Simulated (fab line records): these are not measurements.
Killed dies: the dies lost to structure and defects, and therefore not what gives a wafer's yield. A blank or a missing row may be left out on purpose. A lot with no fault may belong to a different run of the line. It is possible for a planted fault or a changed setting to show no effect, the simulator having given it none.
fab line records | flow n5Finfet
[record] lots = 10 wafers = 30 lastDay = 18
route steps=1938 shown BEOL_M10@1531 BEOL_M11@1537 BEOL_M12@1602
lots untouched by any fault: they come from a run of this same line in which no faults occurred
startH: the number of hours between the record's first day and the start of the first shown wafer of the lot | waitH: hours elapsed since this lot's preceding step | " same as the row above | L1.1+2: several wafers, shown together as one row | - either no value or no given start | * or withheld: withheld | < > ~ a bound
route shown NAME@n: a module of which the file shows steps, and the number in the route of the first | usual: mean/standard deviation of fault-free wafers | same: alike in all rows | chamber/n: place in a boat | sites: readings site by site | _std_site: the standard deviation of these | _edge_site: outer sites' mean less inner sites' | radiusMm: for every site, how far away it sits from the centre of the wafer | mask NAME#n: copy n | behind: tool/chamber where the wafer was last shaped | hold: cause of the lot's hold/its duration in hours/its outcome | device: the transistor (n, p or np) that didn't switch | end of line: the same wafers' tests at the end of the route | a step without rows: its recipe alone | killed: dies that structure and defects cost at the first sort, which is not the same as the wafer's yield | map: per-die view of a wafer (x killed, . not killed, _ where there is no die)
set.NAME: the run value of the setting; set.NAME@STEP: its run value at that earlier step | model.NAME: the simulator's own value behind a step, which no gauge read
the route's steps for a sample of lots (tables are steps, rows are wafers)
services: the hour from which a tool's chamber was out of use, counted from the record's first day as startH (under 0 if before that day), plus the number of hours and why
[[steps]]
[step N5_BEOL_M10_THK_MEAS_53]
[recipe] thkMeasGauge = xrf reads = Cu_of_BEOL_M10_ECD_50
[usual] M10_THK = 137/3.3
// columns lot.wafer tool chamber startH waitH M10_THK[nm]
L576.2 filmMetro-02 - 230.70 - 140
L576.5 " - " " 137
L576.6 " - " " 139
L581.3 filmMetro-01 - 243.19 - 138
L581.5 " - " " 133
L581.6 " - " " 135
L582.3 filmMetro-01 - 251.89 - 136
L582.4 " - " " 136
L582.6 " - " " 141
L583.3 filmMetro-02 - 257.37 - 135
L583.4 " - " " 134
L583.5 " - " " 133
L586.1 filmMetro-01 - 280.85 - 135
L586.3 " - " " 139
L586.5 " - " " 138
L591.1 filmMetro-02 - 317.53 - 139
L591.4 " - " " 138
L591.6 " - " " 138
L590.2 filmMetro-02 - 318.02 - 141
L590.5 " - " " 139
L590.6 " - " " 142
L595.1 filmMetro-02 - 340.67 - 134
L595.2 " - " " 137
L595.6 " - " " 135
L596.1 filmMetro-01 - 341.94 - 138
L596.4 " - " " 143
L596.5 " - " " 139
L599.2 filmMetro-01 - 362.16 - 134
L599.3 " - " " 135
L599.5 " - " " 138
[step N5_BEOL_M11_CURE_71]
[recipe] tempC = 385 timeS = 240 ambient = He/Ar material = SiCOH_lowk
[usual] lampPowerPct = 52.31/0.052 wafer_temp_C_max = 386.6/0.7
// columns lot.wafer tool chamber startH waitH lampPowerPct wafer_temp_C_max
L576.2 uvCure-03 1 231.49 0.5 52.28 386.4
L576.5 " 1 " " 52.32 386.6
L576.6 " 1 " " 52.37 387.4
L581.3 uvCure-03 2 243.64 0.2 52.30 386.7
L581.5 " 2 " " 52.36 386.2
L581.6 " 2 " " 52.22 387.0
L582.3 uvCure-02 2 252.45 0.3 52.28 385.8
L582.4 " 2 " " 52.27 385.7
L582.6 " 2 " " 52.34 386.8
L583.3 uvCure-01 2 257.96 0.4 52.31 388.6
L583.4 " 2 " " 52.47 388.0
L583.5 " 2 " " 52.33 387.3
L586.1 uvCure-01 2 281.13 0.0 52.25 387.3
L586.3 " 2 " " 52.23 387.8
L586.5 " 2 " " 52.38 388.8
L591.1 uvCure-02 2 317.81 0.0 52.37 386.0
L591.4 " 2 " " 52.28 386.1
L591.6 " 2 " " 52.39 386.0
L590.2 uvCure-02 0 318.38 0.1 52.37 386.2
L590.5 " 0 " " 52.28 386.1
L590.6 " 0 " " 52.24 386.1
L595.1 uvCure-01 1 341.18 0.0 52.35 385.7
L595.2 " 1 " " 52.22 385.8
L595.6 " 1 " " 52.27 385.9
L596.1 uvCure-03 2 342.45 0.3 52.35 387.1
L596.4 " 2 " " 52.32 386.9
L596.5 " 2 " " 52.31 387.4
L599.2 uvCure-03 0 362.51 0.1 52.26 386.9
L599.3 " 0 " " 52.33 387.3
L599.5 " 0 " " 52.33 386.7
[step N5_BEOL_M12_ILD_DEP_00]
[recipe] material = SiOC targetThkA = 6589.2 tempC = 350 precursor = DEMS/O2 pressureTorr = 5 rfW = 500 timeS = 130.7
[usual] heaterPowerW = 452/44 showerheadPlenumPTorr = 5.689/0.018 susceptorTempC = 349.99/0.2 throttleValvePct = 11.9/0.38
// columns lot.wafer tool chamber startH waitH heaterPowerW showerheadPlenumPTorr susceptorTempC throttleValvePct
L576.2 pecvd-01 0 237.87 0.0 522 5.702 350.15 11.5
L576.5 " 2 " " 412 5.715 350.21 11.6
L576.6 " 0 " " 430 5.691 349.77 11.8
L581.3 pecvd-04 2 251.14 0.0 421 5.716 349.84 12.3
L581.5 " 1 " " 459 5.667 350.00 12.4
L581.6 " 0 " " 386 5.668 350.12 11.6
L582.3 pecvd-04 2 261.66 0.0 407 5.705 349.99 12.2
L582.4 " 2 " " 432 5.718 350.26 12.3
L582.6 " 1 " " 437 5.673 350.02 12.3
L583.3 pecvd-04 1 265.60 0.0 487 5.696 349.85 12.1
L583.4 " 2 " " 453 5.697 349.82 12.2
L583.5 " 1 " " 492 5.685 349.81 12.1
L586.1 pecvd-04 1 289.99 0.0 447 5.680 349.88 12.3
L586.3 " 0 " " 473 5.665 349.84 11.5
L586.5 " 2 " " 375 5.710 349.91 12.2
L590.2 pecvd-04 2 326.18 0.0 396 5.719 350.17 12.6
L590.5 " 1 " " 474 5.683 349.83 12.2
L590.6 " 2 " " 429 5.730 350.10 12.5
L591.1 pecvd-04 0 326.44 0.0 494 5.668 349.95 11.5
L591.4 " 2 " " 475 5.711 350.01 12.3
L591.6 " 0 " " 385 5.666 349.93 11.6
L595.1 pecvd-02 2 348.63 0.0 442 5.713 349.60 11.3
L595.2 " 1 " " 456 5.682 349.95 11.9
L595.6 " 2 " " 466 5.702 349.76 11.6
L596.1 pecvd-02 2 350.42 0.0 504 5.702 350.31 11.3
L596.4 " 0 " " 394 5.681 349.67 11.7
L596.5 " 1 " " 440 5.660 350.08 11.8
L599.2 pecvd-01 0 383.13 0.0 522 5.689 349.64 12.1
L599.3 " 1 " " 509 5.707 350.26 12.5
L599.5 " 1 " " 526 5.699 349.89 12.6
[step N5_BEOL_M12_THK_MEAS_01]
[recipe] reads = SiOC_of_BEOL_M12_ILD_DEP_00
[usual] M12_ILD_THK = 661/8.5
// columns lot.wafer tool chamber startH waitH M12_ILD_THK[nm]
L576.2 filmMetro-01 - 238.00 0.1 653
L576.5 " - " " 679
L576.6 " - " " 665
L581.3 filmMetro-02 - 251.27 0.1 663
L581.5 " - " " 666
L581.6 " - " " 679
L582.3 filmMetro-01 - 261.79 0.1 653
L582.4 " - " " 668
L582.6 " - " " 667
L583.3 filmMetro-01 - 265.73 0.1 653
L583.4 " - " " 663
L583.5 " - " " 656
L586.1 filmMetro-01 - 290.12 0.1 650
L586.3 " - " " 649
L586.5 " - " " 664
L590.2 filmMetro-02 - 326.31 0.1 648
L590.5 " - " " 655
L590.6 " - " " 714
L591.1 filmMetro-02 - 326.58 0.1 712
L591.4 " - " " 663
L591.6 " - " " 732
L595.1 filmMetro-01 - 348.76 0.1 654
L595.2 " - " " 660
L595.6 " - " " 666
L596.1 filmMetro-01 - 350.55 0.1 662
L596.4 " - " " 658
L596.5 " - " " 674
L599.2 filmMetro-02 - 383.26 0.1 652
L599.3 " - " " 656
L599.5 " - " " 658
[step N5_BEOL_M12_STRIP_63]
[recipe] chemistry = N2/H2 powerW = 1000 tempC = 250 h2Frac = 0.65 overashFraction = 0.3 pressureMtorr = 1000 n2FlowSccm = 1750 h2FlowSccm = 3250
[usual] chamberPressureMTorr = 1000.0/1.4 drypumpMotorCurrentA = 5.33/0.23 heaterPowerW = 306/22 oesProductAu = 0.692/0.005 stripTimeToEndpointS = 42.2/0.99
// columns lot.wafer tool chamber startH waitH chamberPressureMTorr drypumpMotorCurrentA heaterPowerW oesProductAu rfHoursCounterH stripTimeToEndpointS
L576.2 plasmaAsher-02 0 238.82 - 1000.2 5.01 323 0.688 113 42.7
L576.5 " 0 " " 999.9 5.01 318 0.693 - 41.6
L576.6 " 1 " " 1000.3 5.35 292 0.690 - 42.1
L581.3 plasmaAsher-02 1 252.03 - 1000.0 5.36 292 0.699 - 42.5
L581.5 " 1 " " 1000.8 5.37 285 0.687 - 40.8
L581.6 " 0 " " 998.9 5.02 329 0.688 - 40.3
L582.3 plasmaAsher-02 1 262.61 - 1000.5 5.36 286 0.688 - 43.6
L582.4 " 0 " " 998.7 5.02 326 0.681 - 41.4
L582.6 " 0 " " 1000.1 5.02 318 0.695 - 41.9
L583.3 plasmaAsher-01 1 266.45 - 1000.6 5.34 338 0.688 - 42.1
L583.4 " 0 " " 1001.6 5.64 285 0.685 - 41.5
L583.5 " 0 " " 999.2 5.56 276 0.698 - 41.7
L586.1 plasmaAsher-02 0 290.95 - 1000.5 5.02 318 0.694 123 43.9
L586.3 " 0 " " 1001.8 5.02 308 0.697 - 43.1
L586.5 " 0 " " 999.5 5.00 322 0.685 - 42.6
L590.2 plasmaAsher-01 0 327.11 - 999.3 5.68 284 0.691 96 44.3
L590.5 " 1 " " 1000.7 5.34 339 0.694 - 43.8
L590.6 " 0 " " 999.3 5.62 282 0.692 - 37.5
L591.1 plasmaAsher-01 0 327.27 - 999.2 5.61 276 0.686 96 38.2
L591.4 " 0 " " 1000.8 5.61 276 0.688 - 42.7
L591.6 " 0 " " 999.3 5.61 279 0.694 - 36.7
L595.1 plasmaAsher-01 1 349.56 - 999.9 5.35 331 0.697 101 42.9
L595.2 " 0 " " 997.2 5.64 274 0.699 101 41.9
L595.6 " 0 " " 999.2 5.68 284 0.687 - 42.1
L596.1 plasmaAsher-01 1 351.36 - 999.8 5.34 336 0.696 102 42.0
L596.4 " 0 " " 999.3 5.61 282 0.696 - 42.7
L596.5 " 1 " " 1000.2 5.33 335 0.686 - 42.1
L599.2 plasmaAsher-02 1 383.94 - 999.7 5.34 290 0.696 140 42.4
L599.3 " 1 " " 999.4 5.36 296 0.695 - 41.8
L599.5 " 0 " " 998.9 4.99 318 0.696 - 41.8
[step N5_BEOL_M12_CD_MEAS_17]
[recipe] targetCdNm = 140 polarity = opening
[usual] cdNm = 140.6/2.1
// columns lot.wafer tool chamber startH waitH cdNm
L576.2 cdSem-03 - 239.03 0.0 140.5
L576.5 " - " " 140.9
L576.6 " - " " 142.5
L581.3 cdSem-01 - 252.22 0.0 139.3
L581.5 " - " " 138.4
L581.6 " - " " 138.8
L582.3 cdSem-03 - 262.80 0.0 144.1
L582.4 " - " " 142.0
L582.6 " - " " 143.4
L583.3 cdSem-01 - 266.65 0.0 135.7
L583.4 " - " " 141.5
L583.5 " - " " 141.0
L586.1 cdSem-01 - 291.15 0.0 138.9
L586.3 " - " " 138.9
L586.5 " - " " 140.1
L590.2 cdSem-01 - 327.32 0.0 139.5
L590.5 " - " " 135.9
L590.6 " - " " 140.3
L591.1 cdSem-01 - 327.48 0.0 136.3
L591.4 " - " " 139.6
L591.6 " - " " 139.7
L595.1 cdSem-03 - 349.77 0.0 142.1
L595.2 " - " " 140.7
L595.6 " - " " 142.4
L596.1 cdSem-03 - 351.56 0.0 139.4
L596.4 " - " " 143.5
L596.5 " - " " 141.0
L599.2 cdSem-03 - 384.15 0.0 142.0
L599.3 " - " " 140.4
L599.5 " - " " 142.9
[[services]]
// columns tool chamber startH hours kind
uvCure-01 - 227.97 28.1 pm
pecvd-01 - 241.79 14.6 pm
uvCure-03 - 246.60 2.1 pm
pecvd-04 - 254.23 6.0 pm
uvCure-03 - 255.96 7.5 pm
uvCure-02 - 270.70 6.3 repair
pecvd-01 1 279.98 6.5 repair
pecvd-01 0 287.45 3.9 repair
pecvd-02 - 290.07 1.3 repair
uvCure-01 - 298.67 7.1 pm
uvCure-01 - 305.97 4.1 repair
uvCure-02 - 310.48 1.0 pm
plasmaAsher-02 - 312.37 4.3 pm
pecvd-04 - 315.53 0.6 repair
plasmaAsher-02 - 323.41 2.8 repair
uvCure-03 - 330.67 7.5 pm
uvCure-02 - 339.23 7.5 pm
pecvd-01 1 343.01 16.8 repair
uvCure-01 - 345.01 0.4 repair
uvCure-03 - 359.57 2.8 pm
uvCure-02 - 367.83 2.4 repair
pecvd-04 1 383.62 - clean
pecvd-04 1 383.62 - consumableReplace:showerhead
pecvd-04 1 383.62 29.0 scheduledDown
[[key]]
[firstSign] step = N5_BEOL_M12_THK_MEAS_01 reading = M12_ILD_THK direction = up sigmas = 6.8 usual = 661 struck = 719
[effect] step = N5_BEOL_M12_STRIP_63 reading = stripTimeToEndpointS direction = down sigmas = 4.7 usual = * struck = *
metAt N5_BEOL_M12_ILD_DEP_00
struckLots L590,L591
struckWafers L590.6,L591.1,L591.6
notActingAt N5_BEOL_M10_THK_MEAS_53,N5_BEOL_M11_CURE_71,N5_BEOL_M12_CD_MEAS_17
onsetBetween 289.99 326.18
[fault] kind = processParameterDrift tool = pecvd-04 chamber = - onsetH = 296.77 steps = N5_BEOL_M12_ILD_DEP_00 channel = targetThkA offset = * shape = step endH = 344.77 scope = struckWafersOnly actsIn = * stated = *
